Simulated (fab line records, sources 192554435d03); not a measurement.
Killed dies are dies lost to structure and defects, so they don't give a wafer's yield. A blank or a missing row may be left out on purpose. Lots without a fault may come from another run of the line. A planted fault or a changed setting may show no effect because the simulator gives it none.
fab line records | flow n5_finfet
record lots=7 wafers=21
route steps=1938 shown BEOL_M12@1643 BEOL_M13@1696 BEOL_M14@1762 BEOL_M15@1773
start_h: hours from the record's first day to the start of the lot's first wafer shown | wait_h: hours since the lot's step before | " the same as in the row above | L1.1+2: a row that stands for several wafers | - no value, or no start given | * or withheld: withheld | < > ~ a bound
route shown NAME@n: a module of which the file shows steps, and the number in the route of the first | usual: mean/standard deviation of fault-free wafers | same: alike in all rows | chamber/n: place in a boat | sites: the reading at each site | _std_site: their standard deviation | _edge_site: outer sites' mean less inner sites' | radius_mm: how far each site lies from the wafer's centre | mask NAME#n: copy n | behind: the tool/chamber that last shaped the wafer | hold: why the lot was held/for how many hours/how that ended | device: the transistor (n, p or np) that didn't switch | end of line: the same wafers' tests at the end of the route | a step without rows: its recipe alone | killed: dies lost to structure and defects at the first sort, not the wafer's yield | map: a wafer's dies, x killed, . not, _ none there
set.NAME: the setting as run; set.NAME@STEP: as run at that earlier step | model.NAME: the simulator's own value behind a step, which no gauge read
lots whose settings were changed on purpose; a table a step, a row a wafer
## steps
# step N5_BEOL_M12_ETCH_38
# recipe chemistry=CF4/N2 target=SiCN target_depth_a=687 taper_deg=2 time_s=73.4 ion_energy_ev=150 mask_material=SiO2 pressure_mtorr=40 source_w=430 bias_w=70 Ar_flow_sccm=100 cf4_flow_sccm=60 n2_flow_sccm=60
# columns lot.wafer tool chamber start_h wait_h set.time_s model.etch.depth_nm
L077.2 rie_diel-04 2 268.26 - 58.6 47.95
L077.5 " 2 " " 58.6 48.23
L077.6 " 3 " " 73.4 58.25
L080.2 rie_diel-02 0 285.71 - 66.67 54.07
L080.3 " 3 " " 73.4 59.46
L080.5 " 1 " " 66.67 53.07
L083.1 rie_diel-04 2 304.05 - 63.66 52.18
L083.2 " 1 " " 73.4 56.4
L083.6 " 1 " " 73.4 56.52
L088.3 rie_diel-01 3 340.89 - 73.4 57.77
L088.4 " 2 " " 73.4 59.38
L088.5 " 3 " " 57.03 45.07
L087.2 rie_diel-01 3 347.51 - 73.4 57.17
L087.3 " 0 " " 82.63 67.88
L087.6 " 2 " " 73.4 58.73
L093.2 rie_diel-01 1 369.68 - 73.4 57.54
L093.4 " 2 " " 73.4 59.25
L093.6 " 2 " " 73.4 59.38
L095.2 rie_diel-02 0 392.86 - 73.4 58.67
L095.4 " 2 " " 73.4 53.4
L095.5 " 0 " " 73.4 58.52
# step N5_BEOL_M12_PRECLEAN_39
# recipe chemistry=residue_remover time_s=60 temp_c=40
# step N5_BEOL_M12_SRD_40
# recipe time_s=30 temp_c=23 rinse_liquid=diw dry=n2_spin spin_rpm=1500 dry_time_s=30
# step N5_BEOL_M12_ECD_47
# recipe material=Cu target_thk_a=7200
# step N5_BEOL_M12_ANNEAL_48
# recipe temp_c=225 time_s=90 ambient=N2
# step N5_BEOL_M12_CMP_49
# recipe stop_on=SiOC t_overpolish_s=20.6 down_force_psi=1 platen_rpm=50 clearing_platen_down_force_psi=1.5 clearing_platen_rpm=50 post_cmp_clean=cu_alkaline target_thk_nm=320 clearing_platen_pad_velocity_m_s=0.99484 pad_velocity_m_s=0.99484
# columns lot.wafer tool chamber start_h wait_h set.time_s@BEOL_M12_TRENCH_ETCH_34 model.Cu_of_BEOL_M12_ECD_47.thk_nm
L077.2 cmp-01 2 269.69 0.3 139.4 340.2
L077.5 " 0 " " 139.4 360.6
L077.6 " 1 " " 139.4 346.4
L080.3 cmp-03 0 287.35 0.2 114.1 284
L080.2 " 1 " " 114.1 284.2
L080.5 " 3 " " 125.5 318.8
L083.1 cmp-01 0 305.32 0.3 150.3 382.6
L083.2 " 3 " " 125.5 323.4
L083.6 " 0 " " 150.3 386.8
L088.4 cmp-02 2 343.62 0.1 125.5 330.4
L088.3 " 3 " " 125.5 327
L088.5 " 3 " " 125.5 325.4
L087.2 cmp-02 1 349.24 0.3 114.5 297.8
L087.3 " 2 " " 125.5 321.4
L087.6 " 3 " " 114.5 293.2
L093.4 cmp-03 1 375.52 0.1 117.1 304.2
L093.2 " 3 " " 125.5 321.8
L093.6 " 2 " " 125.5 330.2
L095.2 cmp-03 0 394.47 0.2 125.5 313.2
L095.4 " 1 " " 125.5 304.4
L095.5 " 3 " " 125.5 324.2
# step N5_BEOL_M12_THK_MEAS_50
# recipe thk_meas_gauge=xrf reads=Cu_of_BEOL_M12_ECD_47
# usual M12_THK=322/6.5
# columns lot.wafer tool chamber start_h wait_h set.time_s@BEOL_M12_TRENCH_ETCH_34 M12_THK[nm]
L077.2 film_metro-01 - 269.91 - 139.4 341
L077.5 " - " " 139.4 361
L077.6 " - " " 139.4 347
L080.2 film_metro-02 - 287.56 - 114.1 282
L080.3 " - " " 114.1 282
L080.5 " - " " 125.5 318
L083.1 film_metro-02 - 305.62 - 150.3 380
L083.2 " - " " 125.5 321
L083.6 " - " " 150.3 385
L088.3 film_metro-02 - 343.92 - 125.5 324
L088.4 " - " " 125.5 328
L088.5 " - " " 125.5 325
L087.2 film_metro-02 - 349.46 - 114.5 295
L087.3 " - " " 125.5 318
L087.6 " - " " 114.5 291
L093.2 film_metro-02 - 375.82 - 125.5 323
L093.4 " - " " 117.1 306
L093.6 " - " " 125.5 332
L095.2 film_metro-02 - 394.72 - 125.5 312
L095.4 " - " " 125.5 303
L095.5 " - " " 125.5 322
# step N5_BEOL_M12_PRE_CLEAN_52
# recipe gas=NH3 time_s=15 temp_c=withheld rf_power_w=300
# step N5_BEOL_M12_DEP_53
# recipe material=SiCN target_thk_a=300 temp_c=withheld precursor=3MS/NH3 pressure_torr=3 rf_w=675 time_s=10.5
# step N5_BEOL_M12_RS_MEAS_54
# recipe thk_meas_gauge=four-point-probe reads=Cu_of_BEOL_M12_ECD_47+Ta_of_BEOL_M12_SPUTTER_44+TaN_of_BEOL_M12_SPUTTER_43
# usual M12_RS=0.0595/0.0011
# columns lot.wafer tool chamber start_h wait_h set.time_s@BEOL_M12_TRENCH_ETCH_34 M12_RS[ohm/sq]
L077.2 film_metro-01 - 270.04 0.0 139.4 0.0562
L077.5 " - " " 139.4 0.0528
L077.6 " - " " 139.4 0.0552
L080.2 film_metro-02 - 287.69 0.0 114.1 0.0679
L080.3 " - " " 114.1 0.0679
L080.5 " - " " 125.5 0.0601
L083.1 film_metro-02 - 305.74 0.0 150.3 0.0498
L083.2 " - " " 125.5 0.0592
L083.6 " - " " 150.3 0.0491
L088.3 film_metro-02 - 344.04 0.0 125.5 0.0585
L088.4 " - " " 125.5 0.0581
L088.5 " - " " 125.5 0.0590
L087.2 film_metro-01 - 349.59 0.0 114.5 0.0645
L087.3 " - " " 125.5 0.0596
L087.6 " - " " 114.5 0.0656
L093.2 film_metro-01 - 375.94 0.0 125.5 0.0596
L093.4 " - " " 117.1 0.0632
L093.6 " - " " 125.5 0.0579
L095.2 film_metro-01 - 394.85 0.0 125.5 0.0613
L095.4 " - " " 125.5 0.0631
L095.5 " - " " 125.5 0.0590
# step N5_BEOL_M13_TRENCH_ETCH_34
# recipe chemistry=C4F8/O2/Ar target=SiOC target_depth_a=4134.7 mask_material=SOC pressure_mtorr=30 source_w=3000 bias_w=700 Ar_flow_sccm=400 C4F8_flow_sccm=15 O2_flow_sccm=8 he_inner_torr=15 he_outer_torr=30 time_s=162.6 ion_energy_ev=250
# columns lot.wafer tool chamber start_h wait_h set.time_s model.etch.depth_nm
L077.2 rie_diel-06 0 272.60 0.0 127.7 315.1
L077.5 " 1 " " 162.6 415.6
L077.6 " 0 " " 162.6 404.6
L080.2 rie_diel-06 3 289.88 0.0 162.6 416.7
L080.3 " 1 " " 176.5 449.4
L080.5 " 1 " " 162.6 410.5
L083.1 rie_diel-03 2 307.87 0.0 193.7 488.4
L083.2 " 1 " " 193.7 476.9
L083.6 " 1 " " 162.6 405.3
L088.3 rie_diel-05 3 346.24 0.0 162.6 405.7
L088.4 " 1 " " 151.9 377.1
L088.5 " 3 " " 162.6 407.2
L087.2 rie_diel-05 3 352.35 0.0 140.4 352.5
L087.3 " 1 " " 162.6 399.1
L087.6 " 1 " " 162.6 401.8
L093.2 rie_diel-03 0 378.45 0.0 162.6 404.9
L093.4 " 1 " " 162.6 396.5
L093.6 " 0 " " 162.6 399.8
L095.2+5 rie_diel-03 0,3 397.08 0.0 162.6 406.6
L095.4 " 2 " " 162.6 414.8
# step N5_BEOL_M13_STRIP_70
# recipe chemistry=C4F8/O2/Ar resist=SiARC rf_frequency_hz=6e+07
# step N5_BEOL_M13_OCD_MEAS_35
# usual trench_depth_nm=409/6.5
# columns lot.wafer tool chamber start_h wait_h set.time_s@BEOL_M13_TRENCH_ETCH_34 trench_depth_nm
L077.2 ocd-02 - 273.90 0.0 127.7 315
L077.5 " - " " 162.6 415
L077.6 " - " " 162.6 405
L080.2 ocd-01 - 290.05 0.0 162.6 417
L080.3 " - " " 176.5 449
L080.5 " - " " 162.6 411
L083.1 ocd-02 - 308.05 0.0 193.7 488
L083.2 " - " " 193.7 477
L083.6 " - " " 162.6 405
L088.3 ocd-02 - 346.42 0.0 162.6 406
L088.4 " - " " 151.9 377
L088.5 " - " " 162.6 407
L087.2 ocd-01 - 352.52 0.0 140.4 352
L087.3 " - " " 162.6 399
L087.6 " - " " 162.6 402
L093.2 ocd-01 - 378.63 0.0 162.6 405
L093.4 " - " " 162.6 397
L093.6 " - " " 162.6 400
L095.2 ocd-02 - 397.26 0.0 162.6 407
L095.4 " - " " 162.6 414
L095.5 " - " " 162.6 407
# step N5_BEOL_M13_STRIP_37
# recipe chemistry=N2/H2 power_w=1000 temp_c=250 h2_frac=0.65 overash_fraction=0.3 pressure_mtorr=withheld n2_flow_sccm=1750 h2_flow_sccm=3250
# step N5_BEOL_M13_ETCH_38
# recipe chemistry=CF4/N2 target=SiCN target_depth_a=675 taper_deg=2 time_s=71.9 ion_energy_ev=150 mask_material=SiO2 pressure_mtorr=40 source_w=430 bias_w=70 Ar_flow_sccm=100 cf4_flow_sccm=60 n2_flow_sccm=60
# step N5_BEOL_M13_ECD_47
# recipe material=Cu target_thk_a=9360
# step N5_BEOL_M13_ANNEAL_48
# recipe temp_c=225 time_s=90 ambient=N2
# step N5_BEOL_M13_CMP_49
# recipe stop_on=SiOC t_overpolish_s=17.1 down_force_psi=1 platen_rpm=50 clearing_platen_down_force_psi=1.5 clearing_platen_rpm=50 post_cmp_clean=cu_alkaline target_thk_nm=420 clearing_platen_pad_velocity_m_s=0.99484 pad_velocity_m_s=0.99484
# columns lot.wafer tool chamber start_h wait_h set.time_s@BEOL_M13_TRENCH_ETCH_34 model.Cu_of_BEOL_M13_ECD_47.thk_nm
L077.2 cmp-03 1 275.87 0.3 127.7 319.8
L077.6 " 2 " " 162.6 411.8
L077.5 " 3 " " 162.6 424.2
L080.2 cmp-03 1 291.56 0.2 162.6 418.8
L080.3 " 2 " " 176.5 455
L080.5 " 2 " " 162.6 415.4
L083.2 cmp-03 1 311.42 0.2 193.7 479.8
L083.1 " 3 " " 193.7 495.2
L083.6 " 1 " " 162.6 409
L088.4 cmp-03 3 348.72 0.1 151.9 386.4
L088.3 " 2 " " 162.6 413.2
L088.5 " 3 " " 162.6 416.4
L087.3 cmp-03 2 359.14 0.2 162.6 406.6
L087.2 " 3 " " 140.4 361.4
L087.6 " 2 " " 162.6 408
L093.4 cmp-03 0 382.80 0.1 162.6 405
L093.2 " 2 " " 162.6 413.4
L093.6 " 1 " " 162.6 405.4
L095.4 cmp-04 2 400.49 0.2 162.6 422.4
L095.2 " 0 " " 162.6 415
L095.5 " 1 " " 162.6 413
# step N5_BEOL_M13_THK_MEAS_50
# recipe thk_meas_gauge=xrf reads=Cu_of_BEOL_M13_ECD_47
# usual M13_THK=416/7.9
# columns lot.wafer tool chamber start_h wait_h set.time_s@BEOL_M13_TRENCH_ETCH_34 M13_THK[nm]
L077.2 film_metro-01 - 276.05 - 127.7 323
L077.5 " - " " 162.6 432
L077.6 " - " " 162.6 415
L080.2 film_metro-02 - 291.85 - 162.6 414
L080.3 " - " " 176.5 449
L080.5 " - " " 162.6 414
L083.1 film_metro-02 - 311.71 - 193.7 492
L083.2 " - " " 193.7 477
L083.6 " - " " 162.6 406
L088.3 film_metro-01 - 349.01 - 162.6 410
L088.4 " - " " 151.9 383
L088.5 " - " " 162.6 412
L087.2 film_metro-02 - 359.39 - 140.4 358
L087.3 " - " " 162.6 403
L087.6 " - " " 162.6 403
L093.2 film_metro-01 - 383.09 - 162.6 421
L093.4 " - " " 162.6 412
L093.6 " - " " 162.6 413
L095.2 film_metro-01 - 400.75 - 162.6 422
L095.4 " - " " 162.6 427
L095.5 " - " " 162.6 419
# step N5_BEOL_M13_PRE_CLEAN_52
# recipe gas=NH3 time_s=15 temp_c=withheld rf_power_w=300
# step N5_BEOL_M13_DEP_53
# recipe material=SiCN target_thk_a=500 temp_c=withheld precursor=3MS/NH3 pressure_torr=3 rf_w=675 time_s=17.8
# step N5_BEOL_M13_RS_MEAS_54
# recipe thk_meas_gauge=four-point-probe reads=Cu_of_BEOL_M13_ECD_47+Ta_of_BEOL_M13_SPUTTER_44+TaN_of_BEOL_M13_SPUTTER_43
# usual M13_RS=0.0453/0.00079
# columns lot.wafer tool chamber start_h wait_h set.time_s@BEOL_M13_TRENCH_ETCH_34 M13_RS[ohm/sq]
L077.2 film_metro-01 - 276.18 0.1 127.7 0.0594
L077.5 " - " " 162.6 0.0443
L077.6 " - " " 162.6 0.0458
L080.2 film_metro-01 - 291.98 0.1 162.6 0.0449
L080.3 " - " " 176.5 0.0413
L080.5 " - " " 162.6 0.0453
L083.1 film_metro-02 - 311.84 0.0 193.7 0.0378
L083.2 " - " " 193.7 0.0391
L083.6 " - " " 162.6 0.0461
L088.3 film_metro-01 - 349.14 0.1 162.6 0.0456
L088.4 " - " " 151.9 0.0488
L088.5 " - " " 162.6 0.0452
L087.2 film_metro-02 - 359.52 0.1 140.4 0.0526
L087.3 " - " " 162.6 0.0464
L087.6 " - " " 162.6 0.0462
L093.2 film_metro-01 - 383.22 0.1 162.6 0.0456
L093.4 " - " " 162.6 0.0466
L093.6 " - " " 162.6 0.0465
L095.2 film_metro-02 - 400.90 0.1 162.6 0.0453
L095.4 " - " " 162.6 0.0446
L095.5 " - " " 162.6 0.0457
# step N5_BEOL_M14_SPUTTER_43
# recipe material=TaN target_thk_a=150 temp_c=50 bias_v=168.6 power_w=15000 chamber_pressure_pa=0.12 time_s=24.19
# columns lot.wafer tool chamber start_h wait_h set.power_w model.TaN_of_BEOL_M14_SPUTTER_43.thk_nm
L077.2+6 pvd_sputter-01 - 280.93 0.0 13340 13.2
L077.5 " - " " 15000 15
L080.2 pvd_sputter-01 - 295.37 0.0 15000 14.6
L080.3 " - " " 17140 17
L080.5 " - " " 15000 14.8
L083.1 pvd_sputter-03 - 314.67 0.0 12830 12.8
L083.2 " - " " 15000 15
L083.6 " - " " 12830 12.6
L088.3 pvd_sputter-03 - 354.84 0.0 17440 17.6
L088.4 " - " " 15000 15
L088.5 " - " " 17440 17.4
L087.2+3+6 pvd_sputter-01 - 362.30 0.0 15000 15.2
L093.2+6 pvd_sputter-02 - 387.37 0.0 15000 15.4
L093.4 " - " " 15000 15.2
L095.2+5 pvd_sputter-03 - 406.07 0.0 15000 15.2
L095.4 " - " " 15000 15
# step N5_BEOL_M15_ILD_DEP_00
# recipe material=SiO2 target_thk_a=16293 temp_c=400 precursor=TEOS/O2 pressure_torr=6.5 rf_w=900 teos_flow_sccm=161.4 gas=O2 flow_sccm=2650 time_s=346.1
# columns lot.wafer tool chamber start_h wait_h set.time_s model.SiO2_of_BEOL_M15_ILD_DEP_00.thk_nm
L077.2 pecvd-02 2 282.29 0.0 346.1 1633
L077.5 " 2 " " 346.1 1665
L077.6 " 0 " " 367.7 1744
L080.2+3 pecvd-01 1,0 296.71 0.0 346.1 1621
L080.5 " 2 " " 346.1 1667
L083.1 pecvd-01 1 317.44 0.0 388.7 1820
L083.2 " 0 " " 346.1 1613
L083.6 " 0 " " 346.1 1647
L088.3 pecvd-01 2 358.84 0.0 370.6 1739
L088.4 " 0 " " 370.6 1755
L088.5 " 1 " " 346.1 1609
L087.2 pecvd-01 1 364.93 0.0 346.1 1616
L087.3 " 0 " " 296.6 1405
L087.6 " 2 " " 296.6 1423
L093.2 pecvd-02 0 388.75 0.0 346.1 1625
L093.4 " 2 " " 362 1755
L093.6 " 1 " " 362 1766
L095.2 pecvd-03 2 407.37 0.0 346.1 1590
L095.4 " 2 " " 346.1 1616
L095.5 " 0 " " 346.1 1643
# step N5_BEOL_M15_THK_MEAS_01
# recipe reads=SiO2_of_BEOL_M15_ILD_DEP_00
# usual M15_ILD_THK=1641/30
# columns lot.wafer tool chamber start_h wait_h set.time_s@BEOL_M15_ILD_DEP_00 M15_ILD_THK[nm]
L077.2 film_metro-01 - 282.54 0.1 346.1 1635
L077.5 " - " " 346.1 1665
L077.6 " - " " 367.7 1744
L080.2 film_metro-01 - 296.96 0.1 346.1 1621
L080.3 " - " " 346.1 1620
L080.5 " - " " 346.1 1666
L083.1 film_metro-01 - 317.69 0.1 388.7 1821
L083.2 " - " " 346.1 1613
L083.6 " - " " 346.1 1646
L088.3 film_metro-01 - 359.09 0.1 370.6 1738
L088.4 " - " " 370.6 1755
L088.5 " - " " 346.1 1608
L087.2 film_metro-02 - 365.18 0.1 346.1 1615
L087.3 " - " " 296.6 1405
L087.6 " - " " 296.6 1423
L093.2 film_metro-01 - 389.00 0.1 346.1 1625
L093.4 " - " " 362 1756
L093.6 " - " " 362 1766
L095.2 film_metro-02 - 407.62 0.1 346.1 1591
L095.4 " - " " 346.1 1615
L095.5 " - " " 346.1 1641
# step N5_BEOL_M15_COAT_58
# recipe resist=BARC temp_c=205 time_s=60 spin_rpm=1500 resist_thk_nm=89
# step N5_BEOL_M15_COAT_04
# recipe spin_rpm=1704 resist_thk_nm=800
# step N5_BEOL_M15_DESCUM_15
# recipe chemistry=O2 time_s=7.9 source_power_w=50 bias_power_w=20 pressure_mtorr=20 rf_frequency_hz=2.712e+07 temp_c=40 o2_flow_sccm=225
# step N5_BEOL_M15_ETCH_59
# recipe chemistry=N2/H2 target=BARC target_depth_a=890 overetch_a=267 time_s=67.9 ion_energy_ev=200 pressure_mtorr=30 source_w=840 bias_w=150 n2_flow_sccm=200 h2_flow_sccm=200
# step N5_BEOL_M15_VIA_ETCH_16
# recipe chemistry=C4F8/O2/Ar target=SiO2 he_inner_torr=15 he_outer_torr=30 target_depth_a=17922 time_s=withheld ion_energy_ev=800 pressure_mtorr=20 source_w=1905 bias_w=2040 Ar_flow_sccm=400 C4F8_flow_sccm=16 O2_flow_sccm=12 ends=cleared
# columns lot.wafer tool chamber start_h wait_h set.time_s@BEOL_M15_ILD_DEP_00 model.etch.depth_nm model.coat_of_BEOL_M15_COAT_04.thk_nm
L077.2 rie_diel-03 3 283.11 0.0 * 1633 337.6
L077.5 " 3 " " * 1665 329
L077.6 " 2 " " * 1744 302.4
L080.2 rie_diel-03 2 297.61 0.0 * 1621 329.6
L080.3 " 3 " " * 1621 338.2
L080.5 " 3 " " * 1667 330.2
L083.1 rie_diel-05 1 318.61 0.0 * 1820 278.6
L083.2 " 0 " " * 1613 338
L083.6 " 2 " " * 1647 333
L088.3 rie_diel-05 0 359.69 0.0 * 1739 306.4
L088.4 " 2 " " * 1755 302.8
L088.5 " 3 " " * 1609 340.2
L087.2 rie_diel-03 3 365.78 0.0 * 1616 339.2
L087.3 " 0 " " * 1405 377.6
L087.6 " 2 " " * 1423 373
L093.2 rie_diel-05 1 389.60 0.0 * 1625 330
L093.4 " 3 " " * 1755 308.8
L093.6 " 0 " " * 1766 304
L095.2 rie_diel-05 3 408.23 0.0 * 1590 344.4
L095.4 " 1 " " * 1616 327.4
L095.5 " 1 " " * 1643 319.8
# step N5_BEOL_M15_SPUTTER_44
# recipe material=Ta target_thk_a=150 temp_c=50 bias_v=80 power_w=15000 chamber_pressure_pa=0.07 time_s=24.19
# columns lot.wafer tool chamber start_h wait_h set.time_s model.Ta_of_BEOL_M15_SPUTTER_44.thk_nm
L077.2+6 pvd_sputter-01 - 286.33 0.0 24.19 15
L077.5 " - " " 21.87 13.8
L080.2 pvd_sputter-02 - 303.98 0.0 24.19 15.4
L080.3 " - " " 24.19 15
L080.5 " - " " 24.19 15.2
L083.1 pvd_sputter-02 - 323.98 0.0 24.19 14.8
L083.2+6 " - " " 24.19 14.6
L088.3+4 pvd_sputter-01 - 362.98 0.0 21.31 13
L088.5 " - " " 24.19 15.2
L087.2+3+6 pvd_sputter-03 - 369.31 0.0 24.19 14.8
L093.2 pvd_sputter-02 - 392.95 0.0 24.19 14.8
L093.4 " - " " 24.19 15.2
L093.6 " - " " 24.19 15
L095.2 pvd_sputter-03 - 412.96 0.0 24.19 14.8
L095.4+5 " - " " 24.19 15
## key
split step=N5_BEOL_M12_ETCH_38 setting=time_s stated=73.4 by=wafer
response step=N5_BEOL_M12_ETCH_38 reading=model.etch.depth_nm change=+0.561 per=1% r=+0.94
split step=N5_BEOL_M13_TRENCH_ETCH_34 setting=time_s stated=162.6 by=wafer
response step=N5_BEOL_M13_TRENCH_ETCH_34 reading=model.etch.depth_nm change=+4.14 per=1% r=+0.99
response step=N5_BEOL_M13_OCD_MEAS_35 reading=trench_depth_nm change=+4.13 per=1% r=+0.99
response step=N5_BEOL_M13_CMP_49 reading=model.Cu_of_BEOL_M13_ECD_47.thk_nm change=+4.2 per=1% r=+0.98
response step=N5_BEOL_M13_THK_MEAS_50 reading=M13_THK change=+4.2 per=1% r=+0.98
response step=N5_BEOL_M13_RS_MEAS_54 reading=M13_RS change=-0.000526 per=1% r=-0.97
split step=N5_BEOL_M14_SPUTTER_43 setting=power_w stated=15000 by=wafer
response step=N5_BEOL_M14_SPUTTER_43 reading=model.TaN_of_BEOL_M14_SPUTTER_43.thk_nm change=+0.158 per=1% r=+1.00
split step=N5_BEOL_M15_ILD_DEP_00 setting=time_s stated=346.1 by=wafer
response step=N5_BEOL_M15_ILD_DEP_00 reading=model.SiO2_of_BEOL_M15_ILD_DEP_00.thk_nm change=+15.9 per=1% r=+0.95
response step=N5_BEOL_M15_THK_MEAS_01 reading=M15_ILD_THK change=+15.9 per=1% r=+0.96
response step=N5_BEOL_M15_VIA_ETCH_16 reading=model.etch.depth_nm change=+15.9 per=1% r=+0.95
response step=N5_BEOL_M15_VIA_ETCH_16 reading=model.coat_of_BEOL_M15_COAT_04.thk_nm change=-3.8 per=1% r=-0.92
split step=N5_BEOL_M15_SPUTTER_44 setting=time_s stated=24.19 by=wafer
response step=N5_BEOL_M15_SPUTTER_44 reading=model.Ta_of_BEOL_M15_SPUTTER_44.thk_nm change=+0.161 per=1% r=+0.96
split outside_this_file step=N5_BEOL_M12_TRENCH_ETCH_34 setting=time_s
# split outside_this_file: this setting was split too, and the file shows its column; the key of that split is in another file
